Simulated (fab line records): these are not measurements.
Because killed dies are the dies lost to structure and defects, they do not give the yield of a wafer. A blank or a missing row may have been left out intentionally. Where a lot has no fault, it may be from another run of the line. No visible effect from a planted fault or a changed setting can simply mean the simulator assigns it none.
Matching of chambers + flow n5_finfet + 3 sister chambers for N5_BEOL_M1_DEP_57 on pecvd-04
The step deposits SiCN from 3MS/NH3, target thk 8 nm, time 14 s. 6 wafers are shown with their chamber, then 7 later ones without.

## WAFERS, EACH WITH ITS CHAMBER
| wafer  | chamber | showerhead_plenum_p_Torr (Torr) | throttle_valve_pct (%) |
|--------|---------|---------------------------------|------------------------|
| L086.3 | 2       | 3.648                           | 8.7                    |
| L086.4 | 2       | 3.654                           | 8.5                    |
| L087.4 | 1       | 3.657                           | 9.0                    |
| L087.5 | 0       | 3.669                           | 8.3                    |
| L088.1 | 0       | 3.669                           | 8.3                    |
| L088.2 | 1       | 3.644                           | 8.7                    |

## WAFERS WHOSE CHAMBER IS MISSING
| wafer  | showerhead_plenum_p_Torr (Torr) | throttle_valve_pct (%) |
|--------|---------------------------------|------------------------|
| L088.3 | 3.651                           | 9.0                    |
| L094.1 | 3.658                           | 9.0                    |
| L094.4 | 3.669                           | 8.5                    |
| L094.5 | 3.665                           | 8.7                    |
| L095.1 | 3.651                           | 8.6                    |
| L095.3 | 3.681                           | 8.6                    |
| L095.5 | 3.665                           | 8.2                    |

## CHAMBER TAKEN BY EACH
| wafer  | from the rows above          | in truth |
|--------|------------------------------|----------|
| L088.3 | can't be placed: 1 or 2      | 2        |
| L094.1 | can't be placed: 1 or 2      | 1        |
| L094.4 | can't be placed: 0 or 2      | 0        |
| L094.5 | can't be placed: 2 or 1 or 0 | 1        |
| L095.1 | can't be placed: 2 or 1      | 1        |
| L095.3 | 0                            | 0        |
| L095.5 | 0                            | 0        |
Placed correctly: 2 of 7. From these rows, 5 cannot be placed; in 5 the true chamber is one of the candidates. Placed wrongly: 0.
How it was worked out, from the rows above alone: a wafer's distance from a chamber is the root of the sum, over the readings, of the square of ((its reading less the chamber's mean) divided by the reading's scatter). The wafer belongs to the nearest chamber; if the next one is less than 2 further off, it can't be placed. Each chamber's mean is taken over the wafers shown for it. The scatter: the root of (the sum of the squares of (reading less its chamber's mean) over the shown wafers, divided by (wafers less chambers)).
